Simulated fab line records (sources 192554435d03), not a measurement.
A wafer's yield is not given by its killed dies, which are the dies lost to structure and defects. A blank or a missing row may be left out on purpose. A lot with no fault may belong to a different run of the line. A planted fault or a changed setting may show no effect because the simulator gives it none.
Split-lot experiment :: flow n5-finfet :: on a route of 1938 steps: 7 lots, 21 wafers read

## THE SPLIT ITSELF
At N5_MIM_BOT_SPUTTER_00 (material TiN, target thk 35 nm, time 89.7 s), the setting time-s was moved away from the recipe's 89.7 s on 6 of the 21 wafers read, by -6.5% to +4.4%. For the rest of the wafers, this setting stayed at what the recipe calls for.

The reading is taken at the split's own step.

## THE READING
TiN_of_MIM_BOT_SPUTTER_00.thk-nm (the simulator's own value, which no gauge read), in nm, at N5_MIM_BOT_SPUTTER_00 (material TiN, target thk 35 nm, time 89.7 s). The file gives no usual value for it. Here, 15 wafers ran the recipe; their average is 34.9 nm with a standard deviation of 0.22 nm.

wafer: L076.2
tool, chamber at the split: pvd-sputter-01, -
time-s as run, s: 89.7
against the recipe: recipe
TiN_of_MIM_BOT_SPUTTER_00.thk-nm, nm: 34.8
against lot-mates on the recipe: -

wafer: L076.4
tool, chamber at the split: pvd-sputter-01, -
time-s as run, s: 89.7
against the recipe: recipe
TiN_of_MIM_BOT_SPUTTER_00.thk-nm, nm: 35
against lot-mates on the recipe: -

wafer: L076.6
tool, chamber at the split: pvd-sputter-01, -
time-s as run, s: 89.7
against the recipe: recipe
TiN_of_MIM_BOT_SPUTTER_00.thk-nm, nm: 35.2
against lot-mates on the recipe: -

wafer: L078.1
tool, chamber at the split: pvd-sputter-02, -
time-s as run, s: 89.7
against the recipe: recipe
TiN_of_MIM_BOT_SPUTTER_00.thk-nm, nm: 34.8
against lot-mates on the recipe: -

wafer: L078.3
tool, chamber at the split: pvd-sputter-02, -
time-s as run, s: 89.7
against the recipe: recipe
TiN_of_MIM_BOT_SPUTTER_00.thk-nm, nm: 35
against lot-mates on the recipe: -

wafer: L078.6
tool, chamber at the split: pvd-sputter-02, -
time-s as run, s: 89.7
against the recipe: recipe
TiN_of_MIM_BOT_SPUTTER_00.thk-nm, nm: 35
against lot-mates on the recipe: -

wafer: L079.2
tool, chamber at the split: pvd-sputter-02, -
time-s as run, s: 93.62
against the recipe: +4.4%
TiN_of_MIM_BOT_SPUTTER_00.thk-nm, nm: 37
against lot-mates on the recipe: +1.6

wafer: L079.5
tool, chamber at the split: pvd-sputter-02, -
time-s as run, s: 93.62
against the recipe: +4.4%
TiN_of_MIM_BOT_SPUTTER_00.thk-nm, nm: 37
against lot-mates on the recipe: +1.6

wafer: L079.6
tool, chamber at the split: pvd-sputter-02, -
time-s as run, s: 89.7
against the recipe: recipe
TiN_of_MIM_BOT_SPUTTER_00.thk-nm, nm: 35.4
against lot-mates on the recipe: -

wafer: L083.3
tool, chamber at the split: pvd-sputter-02, -
time-s as run, s: 89.7
against the recipe: recipe
TiN_of_MIM_BOT_SPUTTER_00.thk-nm, nm: 34.8
against lot-mates on the recipe: -

wafer: L083.5
tool, chamber at the split: pvd-sputter-02, -
time-s as run, s: 89.7
against the recipe: recipe
TiN_of_MIM_BOT_SPUTTER_00.thk-nm, nm: 34.6
against lot-mates on the recipe: -

wafer: L083.6
tool, chamber at the split: pvd-sputter-02, -
time-s as run, s: 89.7
against the recipe: recipe
TiN_of_MIM_BOT_SPUTTER_00.thk-nm, nm: 34.6
against lot-mates on the recipe: -

wafer: L086.1
tool, chamber at the split: pvd-sputter-01, -
time-s as run, s: 89.7
against the recipe: recipe
TiN_of_MIM_BOT_SPUTTER_00.thk-nm, nm: 35
against lot-mates on the recipe: -

wafer: L086.6
tool, chamber at the split: pvd-sputter-01, -
time-s as run, s: 89.7
against the recipe: recipe
TiN_of_MIM_BOT_SPUTTER_00.thk-nm, nm: 35
against lot-mates on the recipe: -

wafer: L086.5
tool, chamber at the split: pvd-sputter-01, -
time-s as run, s: 89.7
against the recipe: recipe
TiN_of_MIM_BOT_SPUTTER_00.thk-nm, nm: 34.6
against lot-mates on the recipe: -

wafer: L094.2
tool, chamber at the split: pvd-sputter-03, -
time-s as run, s: 89.7
against the recipe: recipe
TiN_of_MIM_BOT_SPUTTER_00.thk-nm, nm: 35
against lot-mates on the recipe: -

wafer: L094.3
tool, chamber at the split: pvd-sputter-03, -
time-s as run, s: 83.89
against the recipe: -6.5%
TiN_of_MIM_BOT_SPUTTER_00.thk-nm, nm: 32.6
against lot-mates on the recipe: -2.4

wafer: L094.6
tool, chamber at the split: pvd-sputter-03, -
time-s as run, s: 83.89
against the recipe: -6.5%
TiN_of_MIM_BOT_SPUTTER_00.thk-nm, nm: 32.4
against lot-mates on the recipe: -2.6

wafer: L096.2
tool, chamber at the split: pvd-sputter-02, -
time-s as run, s: 89.7
against the recipe: recipe
TiN_of_MIM_BOT_SPUTTER_00.thk-nm, nm: 35
against lot-mates on the recipe: -

wafer: L096.5
tool, chamber at the split: pvd-sputter-02, -
time-s as run, s: 85.28
against the recipe: -4.9%
TiN_of_MIM_BOT_SPUTTER_00.thk-nm, nm: 33.4
against lot-mates on the recipe: -1.6

wafer: L096.6
tool, chamber at the split: pvd-sputter-02, -
time-s as run, s: 85.28
against the recipe: -4.9%
TiN_of_MIM_BOT_SPUTTER_00.thk-nm, nm: 33.2
against lot-mates on the recipe: -1.8

FIT RESULTS
A straight line over all 21 wafers: TiN_of_MIM_BOT_SPUTTER_00.thk-nm changes by +0.39 nm for each +1% of time-s; r = +0.98; the points scatter about the line by 0.24 nm.
The same after taking each lot's own level away (the mean of its wafers on the recipe; 21 wafers): +0.37 nm for each +1%; r = +0.99; scatter 0.13 nm.
According to that fit, moving time-s by its largest amount changes the reading by 2.4 nm.
The span of the lots' own levels, 34.67 to 35.40 nm, comes to 3.4 times the standard deviation stated above.
The two slopes agree, so the slope changes little with the lot-to-lot level.
Check: -2.39 nm against its lot-mates is what the line predicts for one of the wafers moved furthest among these (-6.5%) when that wafer is left out of the fit. It came out at -2.4 nm against them.

## ADDITIONAL SPLITS CARRIED BY THESE WAFERS
Other splits were also applied to these wafers ahead of the reading. Each is held against what the fit with the lots' levels taken away leaves over:
other split on the same wafers: N5_BEOL_M10_TRENCH_ETCH_37 time-s
wafers away from the commonest value: 9
r with TiN_of_MIM_BOT_SPUTTER_00.thk-nm (lot level and that fit taken away): -0.25

other split on the same wafers: N5_BEOL_M11_PECVD_70 temp-c
wafers away from the commonest value: 8
r with TiN_of_MIM_BOT_SPUTTER_00.thk-nm (lot level and that fit taken away): -0.13

other split on the same wafers: N5_BEOL_M12_TRENCH_ETCH_34 time-s
wafers away from the commonest value: 8
r with TiN_of_MIM_BOT_SPUTTER_00.thk-nm (lot level and that fit taken away): +0.34

other split on the same wafers: N5_BEOL_M12_SPUTTER_44 time-s
wafers away from the commonest value: 10
r with TiN_of_MIM_BOT_SPUTTER_00.thk-nm (lot level and that fit taken away): +0.16

other split on the same wafers: N5_BEOL_M15_COAT_04 spin-rpm
wafers away from the commonest value: 6
r with TiN_of_MIM_BOT_SPUTTER_00.thk-nm (lot level and that fit taken away): -0.13

## THE FILE'S OWN FIT
TiN_of_MIM_BOT_SPUTTER_00.thk-nm changes by +0.37 nm for each +1% of time-s, r = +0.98.
